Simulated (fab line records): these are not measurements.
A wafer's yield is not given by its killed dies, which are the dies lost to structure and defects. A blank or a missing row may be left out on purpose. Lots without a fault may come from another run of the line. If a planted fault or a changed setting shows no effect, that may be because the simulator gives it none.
fab line records | flow n5_finfet
[record] lots = 9 wafers = 26 last_day = 18
route steps=1938 shown BEOL_M3@997 BEOL_M4@1023 PASSIVATION@1936
lots that met no fault: from a run of the same line without faults
start_h: hours from the record's first day to the start of the lot's first wafer shown | wait_h: how many hours have passed since the lot's step before this one | " unchanged from the row above | L1.1+2: a row that stands for several wafers | - value missing, or start not given | * or withheld: withheld | < > ~ a bound
route shown NAME@n: NAME is a module with steps in the file, n the number in the route of the first one | usual: the fault-free wafers' mean and standard deviation | same: alike in all rows | chamber/n: place in a boat | sites: readings site by site | _std_site: standard deviation across them | _edge_site: mean of outer sites minus mean of inner sites | radius_mm: how far each site lies from the wafer's centre | mask NAME#n: copy n | behind: the most recent tool/chamber to have shaped the wafer | hold: cause of the lot's hold/its duration in hours/its outcome | device: the transistor (n, p or np) that didn't switch | end of line: at the end of the route, the tests of the same wafers | for a step that has no rows: nothing shown but its recipe | killed: dies lost to structure and defects at the first sort, not the wafer's yield | map: a wafer's dies, x killed, . not, _ none there
set.NAME: setting as actually run; set.NAME@STEP: the setting as run at that earlier step | model.NAME: the simulator's own value behind a step, which no gauge read
a sample of lots followed through the steps of the route, with each step as a table and each wafer as a row
services: a tool's chamber out of use, with start hour (start_h, from the record's first day; less than 0 if before it), hours out, and reason
[[steps]]
[step N5_BEOL_M3_ANNEAL_80]
[recipe] temp_c = 400 time_s = 240 ambient = vacuum
[usual] heater_power_w = 804/88 susceptor_temp_C = 399.97/0.22
// columns lot.wafer tool chamber start_h wait_h heater_power_w susceptor_temp_C
L408.1 pvd_sputter-02 - 146.41 0.0 796 399.98
L408.2 " - " " 872 399.89
L408.3 " - " " 835 399.96
L413.1 pvd_sputter-01 - 178.94 0.0 816 400.03
L413.2 " - " " 890 399.59
L413.3 " - " " 810 400.20
L414.2 pvd_sputter-02 - 196.44 0.0 795 399.88
L414.5 " - " " 797 400.05
L415.2 pvd_sputter-03 - 200.96 0.0 675 399.88
L415.3 " - " " 693 399.42
L415.5 " - " " 942 400.15
L418.1 pvd_sputter-03 - 214.86 0.0 941 399.83
L418.4 " - " " 650 400.03
L418.6 " - " " 672 399.97
L420.3 pvd_sputter-03 - 234.31 0.0 759 399.49
L420.4 " - " " 681 399.88
L420.6 " - " " 703 399.66
L429.1 pvd_sputter-03 - 287.09 0.0 654 400.20
L429.4 " - " " 936 400.00
L429.6 " - " " 680 399.97
L430.1 pvd_sputter-03 - 293.36 0.0 702 399.99
L430.4 " - " " 952 399.92
L430.6 " - " " 949 399.69
L431.2 pvd_sputter-03 - 318.99 0.0 652 399.81
L431.5 " - " " 947 400.01
L431.6 " - " " 689 400.29
[step N5_BEOL_M3_SPUTTER_81]
[recipe] material = Cu target_thk_a = 45 temp_c = -20 chamber_pressure_pa = 0.07 power_w = withheld time_s = 8.29
[usual] chuck_sensor_temp_C = -15.6/0.42 susceptor_temp_C = -19.98/0.12 throttle_valve_pct = 29.8/0.86
// columns lot.wafer tool chamber start_h wait_h chuck_sensor_temp_C susceptor_temp_C throttle_valve_pct
L408.1 pvd_sputter-02 - 146.55 0.1 -15.7 -20.05 29.1
L408.2 " - " " -16.1 -19.87 27.7
L408.3 " - " " -15.3 -20.00 30.8
L413.1 pvd_sputter-01 - 179.08 0.1 -16.1 -19.85 30.7
L413.2 " - " " -15.7 -19.85 30.2
L413.3 " - " " -16.1 -19.96 28.9
L414.2 pvd_sputter-02 - 196.58 0.1 -15.8 -19.95 29.0
L414.5 " - " " -15.8 -19.87 29.3
L415.2 pvd_sputter-03 - 201.10 0.1 -15.5 -19.96 29.4
L415.3 " - " " -15.2 -20.08 30.6
L415.5 " - " " -14.6 -20.19 29.6
L418.1 pvd_sputter-03 - 215.00 0.1 -14.9 -20.00 29.4
L418.4 " - " " -15.3 -19.98 29.3
L418.6 " - " " -15.4 -19.87 30.7
L420.3 pvd_sputter-03 - 234.45 0.1 -15.8 -20.09 30.3
L420.4 " - " " -15.1 -20.00 30.6
L420.6 " - " " -14.9 -19.97 30.8
L429.1 pvd_sputter-03 - 287.23 0.1 -15.5 -20.21 29.5
L429.4 " - " " -14.7 -19.92 29.3
L429.6 " - " " -15.1 -19.94 30.6
L430.1 pvd_sputter-03 - 293.50 0.1 -15.0 -19.88 30.8
L430.4 " - " " -14.8 -19.84 29.5
L430.6 " - " " -14.9 -20.07 29.5
L431.2 pvd_sputter-03 - 319.13 0.1 -15.5 -20.00 29.5
L431.5 " - " " -14.5 -19.96 29.4
L431.6 " - " " -15.0 -19.88 30.4
[step N5_BEOL_M3_CO_CAP_55]
[recipe] material = Co target_thk_a = 20 temp_c = 200 precursor = CCTBA/H2 pressure_torr = 30 time_s = 102.1
[usual] heater_power_w = 225/14 susceptor_temp_C = 200.00/0.17
// columns lot.wafer tool chamber start_h wait_h heater_power_w susceptor_temp_C
L408.1 cvd_co-01 1 148.75 0.0 207 199.94
L408.2 " 0 " " 222 200.01
L408.3 " 2 " " 240 199.98
L413.1 cvd_co-01 0 181.26 0.0 218 199.93
L413.2 " 2 " " 239 199.90
L413.3 " 1 " " 218 200.22
L414.2 cvd_co-01 0 198.76 0.0 214 200.06
L414.5 " 0 " " 220 200.05
L415.2 cvd_co-02 1 203.44 0.0 249 200.01
L415.3 " 2 " " 210 199.76
L415.5 " 2 " " 209 200.00
L418.1 cvd_co-02 1 217.19 0.0 242 200.08
L418.4 " 0 " " 226 199.94
L418.6 " 2 " " 208 200.14
L420.3 cvd_co-02 1 236.64 0.0 246 200.02
L420.4 " 2 " " 209 199.84
L420.6 " 1 " " 245 200.29
L429.1 cvd_co-01 2 289.71 0.0 243 199.81
L429.4 " 0 " " 217 199.89
L429.6 " 2 " " 245 199.77
L430.1 cvd_co-01 2 295.83 0.0 246 199.91
L430.4 " 1 " " 219 200.00
L430.6 " 0 " " 218 199.72
L431.2 cvd_co-01 2 321.34 0.0 245 200.04
L431.5 " 1 " " 215 199.90
L431.6 " 0 " " 216 200.11
[step N5_BEOL_M4_PECVD_72]
[recipe] material = SiO2 target_thk_a = 160 temp_c = 400 precursor = TEOS/O2 pressure_torr = 5.5 rf_w = 450 teos_flow_sccm = 53.8 gas = O2 flow_sccm = 3000 time_s = 18
[usual] heater_power_w = 755/130 rf_fwd_power_W = 445.0/1.7 showerhead_plenum_p_Torr = 8.84/0.093 susceptor_temp_C = 400.02/0.22 throttle_valve_pct = 22.4/0.69
// columns lot.wafer tool chamber start_h wait_h heater_power_w rf_fwd_power_W showerhead_plenum_p_Torr susceptor_temp_C throttle_valve_pct
L408.1 pecvd-04 0 149.10 0.0 727 444.6 8.86 399.65 22.7
L408.2 " 1 " " 942 446.2 8.79 400.11 22.0
L408.3 " 2 " " 937 446.4 8.97 400.08 21.7
L413.1 pecvd-02 1 181.64 0.0 737 441.9 8.89 400.12 23.5
L413.2 " 0 " " 703 444.5 8.84 399.82 23.0
L413.3 " 1 " " 750 444.8 8.89 399.86 23.5
L414.2 pecvd-02 1 199.12 0.0 696 444.2 8.91 400.12 23.9
L414.5 " 1 " " 696 443.6 8.86 400.00 23.3
L415.2 pecvd-02 2 203.81 0.0 543 447.1 8.66 381.59 22.3
L415.3 " 2 " " 552 448.7 8.65 381.40 22.3
L415.5 " 2 " " 556 446.6 8.68 381.32 22.3
L418.1 pecvd-02 1 217.54 0.0 615 443.8 8.85 381.40 23.6
L418.4 " 2 " " 581 446.5 8.65 381.24 22.2
L418.6 " 0 " " 587 444.4 8.85 381.10 22.7
L420.3 pecvd-02 0 236.99 0.0 503 444.6 8.86 381.09 22.7
L420.4 " 1 " " 610 443.3 8.89 381.40 23.3
L420.6 " 0 " " 499 446.2 8.85 381.70 22.7
L429.1 pecvd-02 2 290.06 0.0 586 444.4 8.65 399.90 22.8
L429.4 " 0 " " 646 444.7 8.86 399.95 22.9
L429.6 " 1 " " 699 444.1 8.90 400.34 23.5
L430.1 pecvd-02 2 296.18 0.0 558 446.6 8.63 400.01 22.9
L430.4 " 1 " " 705 440.6 8.90 399.86 23.6
L430.6 " 2 " " 543 445.4 8.66 400.01 22.5
L431.2 pecvd-02 0 321.69 0.0 672 447.0 8.83 400.19 22.8
L431.5 " 0 " " 683 443.9 8.85 400.15 23.0
L431.6 " 2 " " 640 445.4 8.64 400.28 22.7
[step N5_BEOL_M4_CMP_52]
[recipe] stop_on = SiOC t_overpolish_s = 6.8 down_force_psi = 1 platen_rpm = 50 clearing_platen_down_force_psi = 1.5 clearing_platen_rpm = 50 post_cmp_clean = cu_alkaline target_thk_nm = 40 clearing_platen_pad_velocity_m_s = 0.99484 pad_velocity_m_s = 0.99484
[usual] barrier_field_endpoint_s = 24.4/0.64 edge_zone_pressure_frac = 1.001/0.0057 motor_current_A = 6.1/0.6 slurry_flow_ml_min = 150.0/0.44
// columns lot.wafer tool chamber start_h wait_h barrier_field_endpoint_s edge_zone_pressure_frac motor_current_A slurry_flow_ml_min
L408.2 cmp-02 3 157.39 0.2 23.4 1.002 5.6 150.3
L408.1 " 0 " " 23.8 0.995 6.5 149.6
L408.3 " 2 " " 24.5 0.990 5.8 149.4
L413.1 cmp-04 3 190.23 0.4 23.8 0.999 6.6 150.2
L413.2 " 0 " " 23.8 0.999 5.8 150.2
L413.3 " 2 " " 25.0 0.996 5.5 150.5
L414.2 cmp-02 0 211.89 0.3 24.4 1.001 6.6 150.6
L414.5 " 1 " " 25.0 1.008 6.4 149.1
L415.2 cmp-02 2 215.15 0.2 27.1 0.995 5.4 149.9
L415.3 " 3 " " 26.2 0.994 5.6 150.2
L415.5 " 1 " " 26.5 1.001 6.7 150.2
L418.1 cmp-03 1 231.27 0.3 27.1 0.996 5.8 151.0
L418.4 " 2 " " 28.7 0.996 6.1 150.0
L418.6 " 1 " " 26.9 1.000 5.4 150.0
L420.3 cmp-04 1 245.00 0.2 26.3 0.993 6.4 149.4
L420.4 " 0 " " 26.3 0.997 5.6 150.1
L420.6 " 2 " " 28.3 1.005 5.4 150.1
L429.1 cmp-04 2 299.02 0.3 23.7 1.015 5.3 149.9
L429.4 " 1 " " 24.1 1.002 6.7 149.8
L429.6 " 3 " " 24.8 0.997 6.1 150.3
L430.1 cmp-04 2 315.36 0.3 25.2 1.003 5.2 149.5
L430.4 " 3 " " 24.8 1.006 6.1 150.0
L430.6 " 2 " " 24.8 1.002 5.3 150.3
L431.2 cmp-03 3 329.37 0.2 24.4 1.003 6.5 149.8
L431.6 " 2 " " 24.9 1.000 5.9 150.7
L431.5 " 3 " " 25.5 0.998 7.0 150.6
[step N5_BEOL_M4_RC_MEAS_101]
[usual] DIBL_N = 37.4/2.1 DIBL_P = 37.8/2.5 IOFF_N = 0.19/0.045 IOFF_P = 0.24/0.05 ION_N = 682/16 ION_P = 467/11 SS_N = 71.9/0.67 SS_P = 73.6/0.76 VT_N = 247/3.6 VT_P = -248/3.6
// columns lot.wafer tool chamber start_h wait_h DIBL_N[mV/V] DIBL_P[mV/V] IOFF_N[nA/um] IOFF_P[nA/um] ION_N[uA/um] ION_P[uA/um] SS_N[mV/dec] SS_P[mV/dec] VT_N[mV] VT_P[mV]
L408.1 prober-01 0 157.99 0.0 36.8 38.7 0.19 0.25 670 461 72.3 75.0 249 -249
L408.2 " 0 " " 37.8 39.0 0.23 0.27 679 460 72.1 74.4 246 -247
L408.3 " 0 " " 33.9 34.3 0.14 0.17 664 451 71.3 72.5 251 -252
L413.1 prober-02 0 191.10 0.0 38.9 39.8 0.23 0.29 704 477 73.0 74.0 242 -244
L413.2 " 0 " " 35.4 36.1 0.16 0.22 665 459 72.0 73.6 245 -246
L413.3 " 0 " " 33.9 34.6 0.13 0.20 682 477 71.7 72.8 250 -250
L414.2 prober-02 0 212.62 0.2 36.2 37.4 0.16 0.22 689 470 71.4 73.9 247 -248
L414.5 " 0 " " 35.6 36.6 0.16 0.21 695 473 72.0 73.1 249 -249
L415.2 prober-02 0 215.91 0.2 38.6 38.7 0.20 0.21 692 458 72.2 74.4 246 -255
L415.3 " 0 " " 36.3 36.8 0.16 0.19 667 448 72.1 73.4 246 -254
L415.5 " 0 " " 38.6 39.7 0.21 0.24 699 467 72.4 74.1 245 -252
L418.1 prober-01 0 231.84 0.0 37.0 37.4 0.17 0.23 688 469 71.7 73.8 249 -246
L418.4 " 0 " " 42.1 43.0 0.29 0.36 691 468 72.6 74.5 244 -241
L418.6 " 0 " " 38.8 39.4 0.19 0.26 669 458 71.3 73.7 249 -245
L420.3 prober-01 0 245.91 0.3 41.3 43.0 0.24 0.33 676 463 72.7 74.0 245 -246
L420.4 " 0 " " 40.2 42.4 0.24 0.32 695 479 72.9 74.7 245 -247
L420.6 " 0 " " 39.6 40.5 0.23 0.28 713 481 72.3 74.7 245 -246
L429.1 prober-02 0 299.62 0.0 31.5 31.3 0.10 0.15 654 459 70.0 71.4 254 -254
L429.4 " 0 " " 34.3 34.7 0.14 0.19 665 465 71.4 72.7 250 -248
L429.6 " 0 " " 34.5 35.4 0.14 0.20 667 463 71.7 72.8 250 -251
L430.1 prober-01 0 315.96 0.0 36.1 36.7 0.15 0.20 659 448 71.9 72.8 251 -252
L430.4 " 0 " " 35.7 36.4 0.15 0.21 656 452 71.4 73.3 248 -249
L430.6 " 0 " " 35.1 36.8 0.14 0.21 673 461 72.2 73.0 250 -252
L431.2 prober-02 0 330.09 0.2 32.9 33.6 0.11 0.19 677 477 70.8 72.6 253 -247
L431.5 " 0 " " 37.6 38.6 0.20 0.29 699 483 72.1 74.1 245 -245
L431.6 " 0 " " 31.9 32.6 0.10 0.18 665 468 71.5 72.6 257 -248
[step N5_PASSIVATION_PROBE_49]
[usual] defect_limited_yield = 90.9/1.6 killed_at_M0_to_M3 = 34/10 killed_at_M4_up = 13/5.4 killed_at_contacts = 13/6 killed_at_front_end = 42/13 killed_at_other = 4/3.2 killed_dies = 107/18 killed_open = 69/14 killed_short = 35/7.7 sort_bin_5_function = 5.3/1 sort_bin_6_memory = 3.3/0.75 sort_n_pass = 1073/19 sort_yield_pct = 90.9/1.6
[same] gross_dies = 1180 killed_at_back_side = 0 sort_bin_4_leakage[%] = 0 sort_bin_8_speed[%] = 0
// columns lot.wafer tool chamber start_h wait_h defect_limited_yield[%] killed_at_M0_to_M3 killed_at_M4_up killed_at_contacts killed_at_front_end killed_at_other killed_dies killed_open killed_short sort_bin_5_function[%] sort_bin_6_memory[%] sort_n_pass sort_yield_pct[%]
L413.1 prober-01 - 289.50 0.0 91.5 36 16 9 34 5 100 73 27 5.3 2.9 1080 91.5
L413.2 prober-01 - 289.55 0.1 91.9 35 7 18 33 3 96 57 38 4.2 3.4 1084 91.9
L413.3 prober-01 - 289.60 0.1 91.1 42 14 12 28 9 105 67 35 5.8 3.0 1075 91.1
L414.2 prober-01 - 304.92 0.1 93.0 25 7 22 26 3 83 59 24 4.4 2.6 1097 93.0
L414.5 prober-01 - 305.07 0.2 94.0 27 6 10 25 3 71 50 20 3.7 2.2 1109 94.0
L415.5 prober-02 - 315.78 0.2 90.8 29 7 15 55 3 109 77 30 6.1 3.0 1071 90.8
L418.1 prober-01 - 342.57 0.0 89.4 22 17 18 61 7 125 79 42 6.2 3.9 1055 89.4
L418.4 prober-01 - 342.72 0.2 90.6 35 11 21 43 1 111 77 34 5.9 3.1 1069 90.6
L418.6 prober-01 - 342.82 0.3 91.1 36 6 18 43 2 105 64 40 5.8 2.5 1075 91.1
L420.3 prober-01 - 353.38 0.1 89.9 38 22 10 46 3 119 68 47 6.9 2.8 1061 89.9
L420.4 prober-01 - 353.43 0.2 90.3 48 7 19 39 2 115 74 41 5.8 3.4 1065 90.3
L420.6 prober-01 - 353.53 0.3 88.9 34 25 22 48 2 131 86 42 6.4 4.2 1049 88.9
// killed by level:class
L413.1 BEOL_M2:geometric_particle:open=14 FIN_SAQP:geometric_particle:open=8 BEOL_M3:geometric_particle:open=8 MOL_CONTACT_COAG:geometric_particle:open=7 BEOL_M0_SAQP:geometric_particle:open=6 BEOL_M5:geometric_particle:open=6 FIN_SAQP:geometric_particle:short=5 BEOL_M0_SAQP:geometric_particle:short=5
L413.2 MOL_CONTACT_COAG:geometric_particle:open=16 BEOL_M0_SAQP:geometric_particle:short=15 BEOL_M0_SAQP:geometric_particle:open=10 FIN_SAQP:geometric_particle:short=6 DUMMY_GATE:geometric_particle:open=6 ILD0:geometric_particle:short=5 ILD0:geometric_particle:open=4 GATE_CUT:geometric_particle:short=3
L413.3 MOL_CONTACT_COAG:geometric_particle:open=9 BEOL_M0_SAQP:geometric_particle:short=9 BEOL_M0_SAQP:geometric_particle:open=9 BEOL_M2:geometric_particle:open=7 BEOL_M3:geometric_particle:open=6 FIN_SAQP:geometric_particle:short=5 BEOL_M1:geometric_particle:open=5 DUMMY_GATE:geometric_particle:short=4
L414.2 MOL_CONTACT_COAG:geometric_particle:open=18 STI_FIN_REVEAL:geometric_particle:open=9 BEOL_M0:geometric_particle:open=6 GATE_CUT:geometric_particle:short=5 BEOL_M0_SAQP:geometric_particle:short=5 MOL_CONTACT_COAG:geometric_particle:short=4 BEOL_M1:geometric_particle:open=4 BEOL_M3:geometric_particle:open=4
L414.5 MOL_CONTACT_COAG:geometric_particle:open=8 STI_FIN_REVEAL:geometric_particle:open=7 BEOL_M2:geometric_particle:open=6 GATE_CUT:geometric_particle:short=4 BEOL_M0_SAQP:geometric_particle:open=4 BEOL_M0_SAQP:geometric_particle:short=4 BEOL_M1:geometric_particle:open=4 BEOL_M3:geometric_particle:open=4
L415.5 FIN_SAQP:geometric_particle:open=15 STI_FIN_REVEAL:geometric_particle:open=12 MOL_CONTACT_COAG:geometric_particle:open=11 FIN_SAQP:geometric_particle:short=9 BEOL_M2:geometric_particle:open=8 DUMMY_GATE:geometric_particle:open=6 BEOL_M1:geometric_particle:open=6 MOL_CONTACT_COAG:geometric_particle:short=4
L418.1 STI_FIN_REVEAL:geometric_particle:open=16 FIN_SAQP:geometric_particle:open=14 MOL_CONTACT_COAG:geometric_particle:open=14 FIN_SAQP:geometric_particle:short=11 BEOL_M0_SAQP:geometric_particle:short=5 GATE_CUT:geometric_particle:open=5 BEOL_M2:geometric_particle:open=5 GATE_CUT:geometric_particle:short=4
L418.4 MOL_CONTACT_COAG:geometric_particle:open=17 STI_FIN_REVEAL:geometric_particle:open=10 BEOL_M2:geometric_particle:open=8 DUMMY_GATE:geometric_particle:open=7 FIN_SAQP:geometric_particle:open=6 BEOL_M3:geometric_particle:short=6 STARTING-WAFER:geometric_particle:short=6 FIN_SAQP:geometric_particle:short=5
L418.6 MOL_CONTACT_COAG:geometric_particle:open=14 FIN_SAQP:geometric_particle:open=13 FIN_SAQP:geometric_particle:short=9 BEOL_M0_SAQP:geometric_particle:open=9 DUMMY_GATE:geometric_particle:open=8 BEOL_M0_SAQP:geometric_particle:short=7 BEOL_M2:geometric_particle:open=5 BEOL_M2:geometric_particle:short=4
L420.3 BEOL_M0_SAQP:geometric_particle:short=16 FIN_SAQP:geometric_particle:open=12 FIN_SAQP:geometric_particle:short=9 BEOL_M1:geometric_particle:open=8 BEOL_M4:geometric_particle:open=8 STI_FIN_REVEAL:geometric_particle:open=7 MOL_CONTACT_COAG:geometric_particle:open=7 BEOL_M0_SAQP:geometric_particle:open=7
L420.4 MOL_CONTACT_COAG:geometric_particle:open=15 BEOL_M0_SAQP:geometric_particle:short=15 FIN_SAQP:geometric_particle:open=14 FIN_SAQP:geometric_particle:short=10 BEOL_M0_SAQP:geometric_particle:open=8 BEOL_M3:geometric_particle:open=7 BEOL_M2:geometric_particle:open=5 STI_FIN_REVEAL:geometric_particle:open=5
L420.6 MOL_CONTACT_COAG:geometric_particle:open=15 STI_FIN_REVEAL:geometric_particle:open=11 BEOL_M4:geometric_particle:open=10 MOL_CONTACT_COAG:geometric_particle:short=7 BEOL_M0_SAQP:geometric_particle:short=7 BEOL_M3:geometric_particle:open=7 FIN_SAQP:geometric_particle:short=6 DUMMY_GATE:geometric_particle:open=5
[[services]]
// columns tool chamber start_h hours kind
pecvd-04 - 139.50 0.5 repair
pecvd-02 - 140.79 14.6 pm
cmp-04 - 146.17 0.8 repair
cvd_co-02 2 161.91 7.8 repair
pecvd-02 2 166.02 23.7 repair
cmp-02 - 173.98 0.5 repair
pecvd-04 - 182.39 1.5 repair
pecvd-04 1 188.20 4.6 repair
cvd_co-02 1 191.08 4.8 repair
cmp-02 - 191.17 9.8 repair
cmp-04 - 199.06 17.2 pm
cvd_co-02 - 199.26 2.8 pm
pecvd-02 0 200.13 5.0 scheduled_down
cvd_co-01 0 207.82 6.1 repair
cmp-04 - 224.79 1.5 repair
cmp-02 - 239.41 4.0 pm
pecvd-02 - 239.60 1.0 repair
cmp-03 - 251.27 4.0 pm
cmp-02 - 263.19 4.4 pm
cmp-04 - 263.30 0.7 repair
cmp-03 - 272.64 0.3 repair
cmp-04 - 285.55 4.0 pm
pvd_sputter-02 - 305.99 6.3 repair
cvd_co-02 - 310.81 0.7 repair
[[key]]
[first_sign] step = N5_BEOL_M4_PECVD_72 reading = susceptor_temp_C direction = down sigmas = 85 usual = * struck = *
[effect] step = N5_BEOL_M4_CMP_52 reading = barrier_field_endpoint_s direction = up sigmas = 4.1 usual = 24.4 struck = 27.0
met_at N5_BEOL_M4_PECVD_72
struck_lots L415,L418,L420
not_acting_at N5_BEOL_M3_ANNEAL_80,N5_BEOL_M3_SPUTTER_81,N5_BEOL_M3_CO_CAP_55
onset_between 199.12 203.81
[fault] kind = process_parameter_drift tool = pecvd-02 chamber = - onset_h = 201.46 steps = N5_BEOL_M4_PECVD_72 channel = temp_c offset = * shape = step end_h = 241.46 acts_in = * stated = *
